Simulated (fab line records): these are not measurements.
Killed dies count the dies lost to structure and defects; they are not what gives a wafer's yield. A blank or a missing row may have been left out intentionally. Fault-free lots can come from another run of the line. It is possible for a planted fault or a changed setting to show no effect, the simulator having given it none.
fab line records ; flow n5Finfet
record: lots: 7; wafers: 21
route steps=1938 shown ZERO_LAYER@9 WELL_APT@21 FIN_SAQP@96
startH: start of the lot's first displayed wafer, in hours after the record's first day ; waitH: hours elapsed since this lot's preceding step ; " identical to the entry in the row above ; L1.1+2: a single row standing in for several wafers ; - no value present, or no start provided ; * or withheld: withheld ; < > ~ a bound
route shown NAME@n: a module of which the file shows steps, and the number in the route of the first ; usual: mean and standard deviation over wafers with no fault ; same: alike in all rows ; chamber/n: place in a boat ; sites: per-site readings ; _std_site: their standard deviation ; _edge_site: mean of outer sites minus mean of inner sites ; radiusMm: for every site, how far away it sits from the centre of the wafer ; mask NAME#n: copy n ; behind: the tool/chamber that last shaped the wafer ; hold: what put the lot on hold/how long, in hours/how the hold closed ; device: names the non-switching transistor (n, p or np) ; end of line: the route-end tests of the same wafers ; a step given without rows: its recipe and nothing more ; killed: the dies lost at the first sort to structure and to defects; this is not the yield of the wafer ; map: a wafer's dies, x killed, . not, _ none there
set.NAME: the setting the step ran with; set.NAME@STEP: the setting that earlier step ran with ; model.NAME: the simulator's own value behind a step, which no gauge read
lots whose settings were changed on purpose; a table a step, a row a wafer
== steps ==
step: N5_ZERO_LAYER_EXPOSE_08
recipe: maskId: ZERO; na: 0.55; sourceShape: conventional; sigmaOuter: 0.8; polarization: unpolarized; defocusNm: 0; targetCdNm: 2000; doseMj: 16.2
lot.wafer;tool;chamber;startH;waitH;mask;set.doseMj
L076.2+4+5;krfScanner-02;0;24.47;-;ZERO#0;16.2
L078.2+3+4;krfScanner-02;0;36.49;-;ZERO#0;16.2
L079.4+5+6;krfScanner-01;0;42.61;-;ZERO#0;16.2
L081.1+6;krfScanner-01;0;54.46;-;ZERO#0;16.71
L081.2;krfScanner-01;0;54.46;-;ZERO#0;16.2
L083.3;krfScanner-01;0;66.49;-;ZERO#0;16.2
L083.4+5;krfScanner-01;0;66.49;-;ZERO#0;15.25
L084.2+3+6;krfScanner-01;0;72.50;-;ZERO#0;16.2
L096.2+4+5;krfScanner-01;0;144.60;-;ZERO#0;16.2
step: N5_ZERO_LAYER_PEB_09
recipe: pebTempC: withheld; pebTimeS: *
step: N5_ZERO_LAYER_DEVELOP_10
recipe: developTimeS: 60; rinseLiquid: diw; dry: airSpin; devTempC: 21
step: N5_ZERO_LAYER_HARDBAKE_23
recipe: tempC: 130; timeS: 120
step: N5_ZERO_LAYER_CD_MEAS_11
recipe: targetCdNm: 2000; landingEnergyEv: 500; detector: seInlens
usual: cdNm: 2000.1/1.5
lot.wafer;tool;chamber;startH;waitH;set.doseMj@ZERO_LAYER_EXPOSE_08;cdNm
L076.2;cdSem-01;0;24.64;-;16.2;1999.6
L076.4;cdSem-01;0;24.64;-;16.2;1998.2
L076.5;cdSem-01;0;24.64;-;16.2;1999.3
L078.2;cdSem-01;0;36.66;-;16.2;2000.0
L078.3;cdSem-01;0;36.66;-;16.2;1996.5
L078.4;cdSem-01;0;36.66;-;16.2;1999.7
L079.4;cdSem-01;0;42.77;-;16.2;2002.0
L079.5;cdSem-01;0;42.77;-;16.2;2000.7
L079.6;cdSem-01;0;42.77;-;16.2;2000.5
L081.1;cdSem-01;0;54.64;-;16.71;2003.5
L081.2;cdSem-01;0;54.64;-;16.2;1998.7
L081.6;cdSem-01;0;54.64;-;16.71;2005.6
L083.3;cdSem-02;0;66.66;-;16.2;1999.9
L083.4;cdSem-02;0;66.66;-;15.25;1988.9
L083.5;cdSem-02;0;66.66;-;15.25;1987.8
L084.2;cdSem-02;0;72.67;-;16.2;1998.1
L084.3;cdSem-02;0;72.67;-;16.2;1999.5
L084.6;cdSem-02;0;72.67;-;16.2;1998.4
L096.2;cdSem-02;0;144.77;-;16.2;2000.2
L096.4;cdSem-02;0;144.77;-;16.2;1996.9
L096.5;cdSem-02;0;144.77;-;16.2;1999.1
step: N5_ZERO_LAYER_DESCUM_16
recipe: chemistry: O2; timeS: 7.9; sourcePowerW: 50; biasPowerW: 20; pressureMtorr: 20; rfFrequencyHz: 2.712e+07; tempC: 40; o2FlowSccm: 225
lot.wafer;tool;chamber;startH;waitH;set.doseMj@ZERO_LAYER_EXPOSE_08;model.ZERO_LAYER.cdNm
L076.2;rieDiel-02;2;24.74;0.1;16.2;2000
L076.4;rieDiel-02;3;24.74;0.1;16.2;1998
L076.5;rieDiel-02;0;24.74;0.1;16.2;1999
L078.2+4;rieDiel-01;2,1;36.70;0.0;16.2;2000
L078.3;rieDiel-01;3;36.70;0.0;16.2;1997
L079.4;rieDiel-02;0;42.87;0.1;16.2;2002
L079.5+6;rieDiel-02;3,2;42.87;0.1;16.2;2000
L081.1;rieDiel-02;1;54.71;0.1;16.71;2004
L081.2;rieDiel-02;3;54.71;0.1;16.2;1998
L081.6;rieDiel-02;2;54.71;0.1;16.71;2006
L083.3;rieDiel-02;1;66.70;0.0;16.2;2000
L083.4;rieDiel-02;0;66.70;0.0;15.25;1989
L083.5;rieDiel-02;1;66.70;0.0;15.25;1988
L084.2+6;rieDiel-02;2;72.71;0.0;16.2;1998
L084.3;rieDiel-02;1;72.71;0.0;16.2;1999
L096.2;rieDiel-03;3;145.15;0.4;16.2;2000
L096.4;rieDiel-03;2;145.15;0.4;16.2;1997
L096.5;rieDiel-03;0;145.15;0.4;16.2;1999
step: N5_WELL_APT_COAT_02
recipe: spinRpm: 1357; resistThkNm: 950
lot.wafer;tool;chamber;startH;waitH;set.spinRpm;model.coat_of_WELL_APT_COAT_02.thkNm
L076.2;lithoTrack-02;0;-;-;1271;983.3
L076.4;lithoTrack-02;0;-;-;1357;954.2
L076.5;lithoTrack-02;0;-;-;1357;951.1
L078.2;lithoTrack-01;0;-;-;1357;951.6
L078.3;lithoTrack-01;0;-;-;1476;912.6
L078.4;lithoTrack-01;0;-;-;1476;911.7
L079.4;lithoTrack-02;0;-;-;1403;938.5
L079.5;lithoTrack-02;0;-;-;1357;949.7
L079.6;lithoTrack-02;0;-;-;1403;935.8
L081.1;lithoTrack-01;0;-;-;1357;952.2
L081.2;lithoTrack-01;0;-;-;1357;949.5
L081.6;lithoTrack-01;0;-;-;1440;925.3
L083.3;lithoTrack-01;0;-;-;1236;999
L083.4;lithoTrack-01;0;-;-;1357;948.9
L083.5;lithoTrack-01;0;-;-;1236;999.6
L084.2;lithoTrack-02;0;-;-;1357;954.6
L084.3;lithoTrack-02;0;-;-;1357;952.7
L084.6;lithoTrack-02;0;-;-;1357;949.5
L096.2;lithoTrack-01;0;-;-;1357;950.8
L096.4;lithoTrack-01;0;-;-;1296;969
L096.5;lithoTrack-01;0;-;-;1357;948
step: N5_WELL_APT_EXPOSE_22
recipe: maskId: PWELL; na: 0.8; sourceShape: conventional; sigmaOuter: 0.8; polarization: unpolarized; defocusNm: 0; targetCdNm: 200; doseMj: 23.2
lot.wafer;tool;chamber;startH;waitH;mask;set.doseMj
L076.2+5;krfScanner-01;0;26.72;-;PWELL#0;23.2
L076.4;krfScanner-01;0;26.72;-;PWELL#0;22.3
L078.2+3+4;krfScanner-01;0;38.69;-;PWELL#0;23.2
L079.4+5;krfScanner-01;0;44.87;-;PWELL#0;24.14
L079.6;krfScanner-01;0;44.87;-;PWELL#0;23.2
L081.1+6;krfScanner-01;0;56.79;-;PWELL#0;22.64
L081.2;krfScanner-01;0;56.79;-;PWELL#0;23.2
L083.3+5;krfScanner-01;0;68.54;-;PWELL#0;23.2
L083.4;krfScanner-01;0;68.54;-;PWELL#0;22.2
L084.2+3+6;krfScanner-01;0;74.89;-;PWELL#0;23.2
L096.2;krfScanner-01;0;147.12;-;PWELL#0;23.2
L096.4+5;krfScanner-01;0;147.12;-;PWELL#0;24.4
step: N5_WELL_APT_PEB_23
recipe: pebTempC: 130; pebTimeS: 90
lot.wafer;tool;chamber;startH;waitH;set.pebTempC
L076.2+5;lithoTrack-02;0;26.77;0.0;130
L076.4;lithoTrack-02;0;26.77;0.0;133.5
L078.2+4;lithoTrack-01;0;38.74;0.0;132.3
L078.3;lithoTrack-01;0;38.74;0.0;130
L079.4+5;lithoTrack-02;0;44.92;0.0;132.6
L079.6;lithoTrack-02;0;44.92;0.0;130
L081.1+2+6;lithoTrack-02;0;56.84;0.1;130
L083.3+4;lithoTrack-05;0;68.58;0.0;132.2
L083.5;lithoTrack-05;0;68.58;0.0;130
L084.2+3+6;lithoTrack-01;0;74.94;0.0;130
L096.2+4+5;lithoTrack-05;0;147.17;0.0;130
step: N5_WELL_APT_DEVELOP_24
recipe: developTimeS: 45; rinseLiquid: surfactantRinse; dry: airSpin; devTempC: 21
step: N5_WELL_APT_HARDBAKE_29
recipe: tempC: 130; timeS: 120
step: N5_WELL_APT_CD_MEAS_25
recipe: targetCdNm: 200; landingEnergyEv: 500; detector: seInlens
usual: cdNm: 200.5/1.5
lot.wafer;tool;chamber;startH;waitH;set.doseMj@WELL_APT_EXPOSE_22;set.pebTempC@WELL_APT_PEB_23;cdNm
L076.2;cdSem-01;0;26.89;-;23.2;130;202.4
L076.4;cdSem-01;0;26.89;-;22.3;133.5;209.9
L076.5;cdSem-01;0;26.89;-;23.2;130;203.7
L078.2;cdSem-02;0;38.85;-;23.2;132.3;213.3
L078.3;cdSem-02;0;38.85;-;23.2;130;202.4
L078.4;cdSem-02;0;38.85;-;23.2;132.3;212.1
L079.4;cdSem-01;0;45.04;-;24.14;132.6;220.2
L079.5;cdSem-01;0;45.04;-;24.14;132.6;219.2
L079.6;cdSem-01;0;45.04;-;23.2;130;202.4
L081.1;cdSem-01;0;56.96;-;22.64;130;197.7
L081.2;cdSem-01;0;56.96;-;23.2;130;201.2
L081.6;cdSem-01;0;56.96;-;22.64;130;196.9
L083.3;cdSem-02;0;68.70;-;23.2;132.2;209.7
L083.4;cdSem-02;0;68.70;-;22.2;132.2;204.0
L083.5;cdSem-02;0;68.70;-;23.2;130;198.9
L084.2;cdSem-03;0;75.06;-;23.2;130;200.4
L084.3;cdSem-03;0;75.06;-;23.2;130;199.0
L084.6;cdSem-03;0;75.06;-;23.2;130;199.1
L096.2;cdSem-01;0;147.29;-;23.2;130;199.5
L096.4;cdSem-01;0;147.29;-;24.4;130;206.4
L096.5;cdSem-01;0;147.29;-;24.4;130;208.4
step: N5_WELL_APT_DESCUM_30
recipe: chemistry: O2; timeS: 7.9; sourcePowerW: 50; biasPowerW: 20; pressureMtorr: 20; rfFrequencyHz: 2.712e+07; tempC: 40; o2FlowSccm: 225
lot.wafer;tool;chamber;startH;waitH;set.doseMj@WELL_APT_EXPOSE_22;set.pebTempC@WELL_APT_PEB_23;model.WELL_APT.cdNm
L076.2;rieDiel-06;0;27.31;0.4;23.2;130;202.3
L076.4;rieDiel-06;1;27.31;0.4;22.3;133.5;210.5
L076.5;rieDiel-06;1;27.31;0.4;23.2;130;203.7
L078.2;rieDiel-04;2;38.94;0.0;23.2;132.3;212.9
L078.3;rieDiel-04;0;38.94;0.0;23.2;130;202.5
L078.4;rieDiel-04;1;38.94;0.0;23.2;132.3;212.1
L079.4;rieDiel-04;2;45.12;0.0;24.14;132.6;220.1
L079.5;rieDiel-04;3;45.12;0.0;24.14;132.6;219.3
L079.6;rieDiel-04;2;45.12;0.0;23.2;130;202.7
L081.1;rieDiel-04;1;57.05;0.0;22.64;130;198.1
L081.2;rieDiel-04;0;57.05;0.0;23.2;130;201.2
L081.6;rieDiel-04;3;57.05;0.0;22.64;130;197.1
L083.3;rieDiel-06;1;68.80;0.0;23.2;132.2;209.8
L083.4;rieDiel-06;0;68.80;0.0;22.2;132.2;203.5
L083.5;rieDiel-06;2;68.80;0.0;23.2;130;198.9
L084.2;rieDiel-04;1;75.24;0.1;23.2;130;200.7
L084.3;rieDiel-04;3;75.24;0.1;23.2;130;199.2
L084.6;rieDiel-04;3;75.24;0.1;23.2;130;199.1
L096.2;rieDiel-04;3;147.40;0.1;23.2;130;199.6
L096.4;rieDiel-04;0;147.40;0.1;24.4;130;205.9
L096.5;rieDiel-04;2;147.40;0.1;24.4;130;208.3
step: N5_FIN_SAQP_HM_DEP_03
recipe: material: SiNx; targetThkA: 380; tempC: 400; precursor: SiH4/NH3/N2; pressureTorr: 1.5; rfW: 300; timeS: 33.6
lot.wafer;tool;chamber;startH;waitH;set.timeS;model.SiNx_of_FIN_SAQP_HM_DEP_03.thkNm
L076.2;pecvd-03;2;32.76;0.2;36.81;41.77
L076.4;pecvd-03;0;32.76;0.2;36.81;42.48
L076.5;pecvd-03;2;32.76;0.2;33.6;38.37
L078.2;pecvd-03;2;44.69;0.2;33.6;38.59
L078.3;pecvd-03;0;44.69;0.2;33.6;38.29
L078.4;pecvd-03;2;44.69;0.2;33.6;38.63
L079.4;pecvd-02;1;50.75;0.1;33.6;37.97
L079.5;pecvd-02;0;50.75;0.1;33.6;38.17
L079.6;pecvd-02;2;50.75;0.1;33.6;38.44
L081.1;pecvd-03;1;62.61;0.2;29.45;33.23
L081.2;pecvd-03;2;62.61;0.2;33.6;38.15
L081.6;pecvd-03;2;62.61;0.2;33.6;38.5
L083.3;pecvd-04;2;76.38;0.1;33.6;37.82
L083.4;pecvd-04;1;76.38;0.1;29.06;33.13
L083.5;pecvd-04;2;76.38;0.1;33.6;38.29
L084.2;pecvd-04;1;81.88;0.2;33.6;37.5
L084.3;pecvd-04;2;81.88;0.2;33.6;37.72
L084.6;pecvd-04;2;81.88;0.2;33.6;38.08
L096.2;pecvd-04;0;153.81;0.2;33.6;37.28
L096.4;pecvd-04;2;153.81;0.2;33.6;37.17
L096.5;pecvd-04;1;153.81;0.2;28.76;32.35
step: N5_FIN_SAQP_THK_MEAS_05
usual: thkNm: 37.9/0.54
lot.wafer;tool;chamber;startH;waitH;set.timeS@FIN_SAQP_HM_DEP_03;thkNm
L076.2;filmMetro-01;-;32.84;0.1;36.81;41.8
L076.4;filmMetro-01;-;32.84;0.1;36.81;42.5
L076.5;filmMetro-01;-;32.84;0.1;33.6;38.3
L078.2;filmMetro-01;-;44.78;0.1;33.6;38.6
L078.3;filmMetro-01;-;44.78;0.1;33.6;38.3
L078.4;filmMetro-01;-;44.78;0.1;33.6;38.6
L079.4;filmMetro-02;-;50.81;0.0;33.6;38.0
L079.5;filmMetro-02;-;50.81;0.0;33.6;38.2
L079.6;filmMetro-02;-;50.81;0.0;33.6;38.4
L081.1;filmMetro-02;-;62.69;0.1;29.45;33.2
L081.2;filmMetro-02;-;62.69;0.1;33.6;38.2
L081.6;filmMetro-02;-;62.69;0.1;33.6;38.6
L083.3;filmMetro-01;-;76.47;0.1;33.6;37.8
L083.4;filmMetro-01;-;76.47;0.1;29.06;33.1
L083.5;filmMetro-01;-;76.47;0.1;33.6;38.2
L084.2;filmMetro-01;-;81.97;0.1;33.6;37.5
L084.3;filmMetro-01;-;81.97;0.1;33.6;37.7
L084.6;filmMetro-01;-;81.97;0.1;33.6;38.1
L096.2;filmMetro-02;-;153.90;0.1;33.6;37.3
L096.4;filmMetro-02;-;153.90;0.1;33.6;37.2
L096.5;filmMetro-02;-;153.90;0.1;28.76;32.4
step: N5_FIN_SAQP_COAT_49
recipe: resist: SOC; tempC: 250; timeS: 60; spinRpm: 1500; resistThkNm: 100
lot.wafer;tool;chamber;startH;waitH;set.spinRpm;model.SOC_of_FIN_SAQP_COAT_49.thkNm
L076.2;lithoTrack-04;0;33.16;0.1;1500;100.5
L076.4;lithoTrack-04;0;33.16;0.1;1500;100
L076.5;lithoTrack-04;0;33.16;0.1;1500;100.3
L078.2;lithoTrack-02;0;45.10;0.1;1500;99.99
L078.3;lithoTrack-02;0;45.10;0.1;1500;100.1
L078.4;lithoTrack-02;0;45.10;0.1;1500;100.4
L079.4;lithoTrack-02;0;51.13;0.0;1500;100.5
L079.5;lithoTrack-02;0;51.13;0.0;1359;105.6
L079.6;lithoTrack-02;0;51.13;0.0;1500;100.7
L081.1;lithoTrack-05;0;63.01;0.1;1500;99.85
L081.2;lithoTrack-05;0;63.01;0.1;1431;102.5
L081.6;lithoTrack-05;0;63.01;0.1;1500;99.93
L083.3;lithoTrack-04;0;76.81;0.1;1602;96.38
L083.4;lithoTrack-04;0;76.81;0.1;1500;99.61
L083.5;lithoTrack-04;0;76.81;0.1;1500;99.51
L084.2;lithoTrack-05;0;82.29;0.1;1500;99.94
L084.3;lithoTrack-05;0;82.29;0.1;1500;99.85
L084.6;lithoTrack-05;0;82.29;0.1;1500;99.52
L096.2;lithoTrack-04;0;154.29;0.1;1336;105.8
L096.4;lithoTrack-04;0;154.29;0.1;1500;99.69
L096.5;lithoTrack-04;0;154.29;0.1;1500;99.64
step: N5_FIN_SAQP_COAT_50
recipe: resist: SiARC; tempC: 220; timeS: 60; spinRpm: 1500; resistThkNm: 35
step: N5_FIN_SAQP_COAT_10
recipe: resist: CAR-ArF; spinRpm: 1500; resistThkNm: 90
step: N5_FIN_SAQP_DESCUM_21
recipe: chemistry: O2; timeS: 7.9; sourcePowerW: 50; biasPowerW: 20; pressureMtorr: 20; rfFrequencyHz: 2.712e+07; tempC: 40; resist: CAR-ArF; o2FlowSccm: 225
step: N5_FIN_SAQP_ETCH_51
recipe: chemistry: CF4; target: SiARC; targetDepthA: 455; maskMaterial: CAR-ArF; timeS: 75.8; ionEnergyEv: 80; pressureMtorr: 40; sourceW: 545; biasW: 36; Ar_flow_sccm: 100; cf4FlowSccm: 100; ends: cleared
step: N5_FIN_SAQP_ETCH_52
recipe: chemistry: N2/H2; target: SOC; targetDepthA: 1000; overetchA: 200; maskMaterial: SiARC; tempC: 40; timeS: 150; ionEnergyEv: 200; pressureMtorr: 30; sourceW: 840; biasW: 150; n2FlowSccm: 200; h2FlowSccm: 200; ends: endPoint
lot.wafer;tool;chamber;startH;waitH;set.spinRpm@FIN_SAQP_COAT_49;model.etch.depthNm
L076.2;rieDiel-05;1;33.75;0.0;1500;100.5
L076.4;rieDiel-05;3;33.75;0.0;1500;100
L076.5;rieDiel-05;3;33.75;0.0;1500;100.3
L078.2;rieDiel-05;0;45.66;0.0;1500;99.99
L078.3;rieDiel-05;2;45.66;0.0;1500;100.1
L078.4;rieDiel-05;3;45.66;0.0;1500;100.4
L079.4;rieDiel-05;2;51.56;0.0;1500;100.5
L079.5;rieDiel-05;0;51.56;0.0;1359;105.6
L079.6;rieDiel-05;1;51.56;0.0;1500;100.7
L081.1;rieDiel-05;3;63.57;0.0;1500;99.85
L081.2;rieDiel-05;0;63.57;0.0;1431;102.5
L081.6;rieDiel-05;3;63.57;0.0;1500;99.93
L083.3;rieDiel-04;2;77.82;0.0;1602;96.38
L083.4;rieDiel-04;3;77.82;0.0;1500;99.61
L083.5;rieDiel-04;1;77.82;0.0;1500;99.51
L084.2;rieDiel-06;2;82.93;0.0;1500;99.94
L084.3;rieDiel-06;1;82.93;0.0;1500;99.85
L084.6;rieDiel-06;1;82.93;0.0;1500;99.52
L096.2;rieDiel-05;1;154.97;0.0;1336;105.8
L096.4;rieDiel-05;2;154.97;0.0;1500;99.69
L096.5;rieDiel-05;1;154.97;0.0;1500;99.64
step: N5_FIN_SAQP_STRIP_53
recipe: chemistry: N2/H2; tempC: 40; n2FlowSccm: 200; h2FlowSccm: 200; rfFrequencyHz: 6e+07
step: N5_FIN_SAQP_HM_OPEN_73
recipe: chemistry: CHF3/O2; target: SiO2; stopOn: a-Si; targetDepthA: 120; overEtchFrac: 1.8; maskMaterial: SOC; timeS: 16.8; pressureMtorr: 30; sourceW: 650; biasW: 170; Ar_flow_sccm: 200; CHF3_flow_sccm: 50; O2_flow_sccm: 5; ionEnergyEv: 200; ends: endPoint
step: N5_FIN_SAQP_STRIP_74
recipe: chemistry: CHF3/O2; resist: SiARC; rfFrequencyHz: 6e+07
step: N5_FIN_SAQP_MANDREL_ETCH_22
recipe: targetDepthA: 600; chemistry: HBr/Cl2; target: a-Si; stopOn: SiNx; btTimeS: 10; overEtchFrac: 0.5; timeS: 30; pressureMtorr: 10; icpW: 800; biasW: 75; HBr_flow_sccm: 150; Cl2_flow_sccm: 80; ends: endPoint
lot.wafer;tool;chamber;startH;waitH;set.spinRpm@FIN_SAQP_COAT_49;model.SOC_of_FIN_SAQP_COAT_49.thkNm
L076.2;rieSi-03;2;33.94;0.0;1500;76.22
L076.4;rieSi-03;0;33.94;0.0;1500;75.98
L076.5;rieSi-03;3;33.94;0.0;1500;75.95
L078.2;rieSi-06;0;45.85;0.0;1500;75.92
L078.3;rieSi-06;1;45.85;0.0;1500;76.13
L078.4;rieSi-06;2;45.85;0.0;1500;76.8
L079.4;rieSi-06;1;51.75;0.0;1500;76.54
L079.5;rieSi-06;1;51.75;0.0;1359;81.59
L079.6;rieSi-06;0;51.75;0.0;1500;76.73
L081.1;rieSi-03;2;63.77;0.0;1500;75.66
L081.2;rieSi-03;1;63.77;0.0;1431;78.74
L081.6;rieSi-03;0;63.77;0.0;1500;75.89
L083.3;rieSi-04;0;78.01;0.0;1602;72.64
L083.4;rieSi-04;2;78.01;0.0;1500;75.38
L083.5;rieSi-04;3;78.01;0.0;1500;75.31
L084.2;rieSi-04;1;83.12;0.0;1500;76.36
L084.3;rieSi-04;2;83.12;0.0;1500;75.82
L084.6;rieSi-04;2;83.12;0.0;1500;75.14
L096.2;rieSi-04;1;155.17;0.0;1336;82.24
L096.4;rieSi-04;0;155.17;0.0;1500;75.71
L096.5;rieSi-04;3;155.17;0.0;1500;75.27
step: N5_FIN_SAQP_STRIP_55
recipe: chemistry: N2/H2; powerW: 500; tempC: 40; pressureMtorr: 50; rfFrequencyHz: 6e+07; overashFraction: 0.3; biasPowerW: 28; h2Frac: 0.5; n2FlowSccm: 300; h2FlowSccm: 300
step: N5_FIN_SAQP_STRIP_23
recipe: chemistry: SPM; timeS: 750; tempC: 130; h2so4H2o2VolRatio: 4
step: N5_FIN_SAQP_MANDREL2_REMOVE_60
recipe: chemistry: HBr/Cl2/O2; btTimeS: 10; target: a-Si; stopOn: SiNx; endpoint: OES-SiCl; overEtchFrac: 1; icpW: 600; biasW: 22; HBr_flow_sccm: 150; Cl2_flow_sccm: 80; O2_flow_sccm: 5; pressureMtorr: 10
step: N5_FIN_SAQP_HM_OPEN_33
recipe: chemistry: CH3F/O2; target: SiNx; maskMaterial: SiO2; targetDepthA: 494; timeS: 70.6; pressureMtorr: 30; sourceW: 395; biasW: 73; Ar_flow_sccm: 150; CH3F_flow_sccm: 30; O2_flow_sccm: 20; ionEnergyEv: 120; ends: cleared
usual: etchRfOnTimeS: 69.3/1.2
lot.wafer;tool;chamber;startH;waitH;set.timeS@FIN_SAQP_HM_DEP_03;etchRfOnTimeS;model.etch.depthNm
L076.2;rieDiel-04;3;38.58;0.0;36.81;77.2;41.15
L076.4;rieDiel-04;1;38.58;0.0;36.81;77.2;41.84
L076.5;rieDiel-04;1;38.58;0.0;33.6;69.2;37.74
L078.2;rieDiel-04;3;49.45;0.0;33.6;70.7;37.96
L078.3;rieDiel-04;2;49.45;0.0;33.6;69.7;37.61
L078.4;rieDiel-04;0;49.45;0.0;33.6;70.5;38
L079.4;rieDiel-04;2;56.44;0.1;33.6;69.6;37.33
L079.5;rieDiel-04;2;56.44;0.1;33.6;69.8;37.51
L079.6;rieDiel-04;1;56.44;0.1;33.6;69.8;37.82
L081.1;rieDiel-04;0;67.09;0.0;29.45;59.8;32.6
L081.2;rieDiel-04;1;67.09;0.0;33.6;68.5;37.47
L081.6;rieDiel-04;1;67.09;0.0;33.6;69.0;37.86
L083.3;rieDiel-04;2;84.94;0.6;33.6;69.2;37.19
L083.4;rieDiel-04;3;84.94;0.6;29.06;60.4;32.5
L083.5;rieDiel-04;0;84.94;0.6;33.6;69.7;37.61
L084.2;rieDiel-04;2;88.50;0.1;33.6;68.8;36.81
L084.3;rieDiel-04;0;88.50;0.1;33.6;68.3;37.09
L084.6;rieDiel-04;0;88.50;0.1;33.6;69.8;37.45
L096.2;rieDiel-04;0;159.08;0.1;33.6;67.9;36.66
L096.4;rieDiel-04;2;159.08;0.1;33.6;67.7;36.55
L096.5;rieDiel-04;2;159.08;0.1;28.76;58.7;31.67
step: N5_FIN_SAQP_ETCH_34
recipe: chemistry: C4F6/O2; target: SiO2; targetDepthA: 450; timeS: 15; ionEnergyEv: 250; pressureMtorr: 30; sourceW: 345; biasW: 185; Ar_flow_sccm: 300; C4F6_flow_sccm: 10; O2_flow_sccm: 10; ends: cleared
step: N5_FIN_SAQP_STRIP_77
recipe: chemistry: N2/H2; timeS: 90; powerW: 100; tempC: 40; pressureMtorr: 100; rfFrequencyHz: 6e+07; biasPowerW: 3; n2FlowSccm: 300; h2FlowSccm: 300
step: N5_FIN_SAQP_ETCH_64
recipe: chemistry: CF4; target: SiO2; targetDepthA: 15; ionEnergyEv: 350; pressureMtorr: 10; icpW: 800; biasW: 400; cf4FlowSccm: 80
step: N5_FIN_SAQP_FIN_ETCH_36
recipe: chemistry: HBr/Cl2/O2; targetDepthA: 1200; maskMaterial: SiNx; timeS: 50.4; biasW: 102; pressureMtorr: 10; icpW: 800; HBr_flow_sccm: 150; Cl2_flow_sccm: 80; O2_flow_sccm: 12
lot.wafer;tool;chamber;startH;waitH;set.timeS@FIN_SAQP_HM_DEP_03;model.SiNx_of_FIN_SAQP_HM_DEP_03.thkNm
L076.2;rieSi-04;1;38.87;0.0;36.81;25
L076.4;rieSi-04;0;38.87;0.0;36.81;25.6
L076.5;rieSi-04;0;38.87;0.0;33.6;21.6
L078.2;rieSi-06;3;49.73;0.0;33.6;21.6
L078.3;rieSi-06;0;49.73;0.0;33.6;21.4
L078.4;rieSi-06;1;49.73;0.0;33.6;21.8
L079.4;rieSi-03;3;56.73;0.0;33.6;21
L079.5;rieSi-03;1;56.73;0.0;33.6;21.6
L079.6;rieSi-03;0;56.73;0.0;33.6;21.8
L081.1;rieSi-03;0;67.37;0.0;29.45;16.6
L081.2;rieSi-03;1;67.37;0.0;33.6;21.6
L081.6;rieSi-03;0;67.37;0.0;33.6;21.8
L083.3+5;rieSi-04;1,3;85.22;0.0;33.6;21.2
L083.4;rieSi-04;3;85.22;0.0;29.06;16
L084.2;rieSi-03;2;88.78;0.0;33.6;20.6
L084.3;rieSi-03;0;88.78;0.0;33.6;21
L084.6;rieSi-03;2;88.78;0.0;33.6;21.2
L096.2;rieSi-06;0;159.36;0.0;33.6;20.2
L096.4;rieSi-06;2;159.36;0.0;33.6;20.6
L096.5;rieSi-06;2;159.36;0.0;28.76;15.6
== key ==
split: step: N5_ZERO_LAYER_EXPOSE_08; setting: doseMj; stated: 16.2; by: wafer
response: step: N5_ZERO_LAYER_CD_MEAS_11; reading: cdNm; change: +1.95; per: 1%; r: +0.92
response: step: N5_ZERO_LAYER_DESCUM_16; reading: model.ZERO_LAYER.cdNm; change: +2.01; per: 1%; r: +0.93
split: step: N5_WELL_APT_COAT_02; setting: spinRpm; stated: 1357; by: wafer
response: step: N5_WELL_APT_COAT_02; reading: model.coat_of_WELL_APT_COAT_02.thkNm; change: -4.8; per: 1%; r: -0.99
split: step: N5_WELL_APT_EXPOSE_22; setting: doseMj; stated: 23.2; by: wafer
response: step: N5_WELL_APT_CD_MEAS_25; reading: cdNm; slope: +1.55; per: 1%; togetherWith: pebTempC@WELL_APT_PEB_23; explained: 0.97
response: step: N5_WELL_APT_DESCUM_30; reading: model.WELL_APT.cdNm; slope: +1.5; per: 1%; togetherWith: pebTempC@WELL_APT_PEB_23; explained: 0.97
split: step: N5_WELL_APT_PEB_23; setting: pebTempC; stated: 130; by: wafer
response: step: N5_WELL_APT_CD_MEAS_25; reading: cdNm; slope: +5.44; per: 1%; togetherWith: doseMj@WELL_APT_EXPOSE_22; explained: 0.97
response: step: N5_WELL_APT_DESCUM_30; reading: model.WELL_APT.cdNm; slope: +5.45; per: 1%; togetherWith: doseMj@WELL_APT_EXPOSE_22; explained: 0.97
split: step: N5_FIN_SAQP_HM_DEP_03; setting: timeS; stated: 33.6; by: wafer
response: step: N5_FIN_SAQP_HM_DEP_03; reading: model.SiNx_of_FIN_SAQP_HM_DEP_03.thkNm; change: +0.372; per: 1%; r: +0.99
response: step: N5_FIN_SAQP_THK_MEAS_05; reading: thkNm; change: *; per: 1%; r: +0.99
response: step: N5_FIN_SAQP_HM_OPEN_33; reading: etchRfOnTimeS; change: *; per: 1%; r: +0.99
response: step: N5_FIN_SAQP_HM_OPEN_33; reading: model.etch.depthNm; change: +0.372; per: 1%; r: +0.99
response: step: N5_FIN_SAQP_FIN_ETCH_36; reading: model.SiNx_of_FIN_SAQP_HM_DEP_03.thkNm; change: +0.375; per: 1%; r: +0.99
split: step: N5_FIN_SAQP_COAT_49; setting: spinRpm; stated: 1500; by: wafer
response: step: N5_FIN_SAQP_COAT_49; reading: model.SOC_of_FIN_SAQP_COAT_49.thkNm; change: -0.535; per: 1%; r: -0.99
response: step: N5_FIN_SAQP_ETCH_52; reading: model.etch.depthNm; change: -0.535; per: 1%; r: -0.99
response: step: N5_FIN_SAQP_MANDREL_ETCH_22; reading: model.SOC_of_FIN_SAQP_COAT_49.thkNm; change: -0.554; per: 1%; r: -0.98
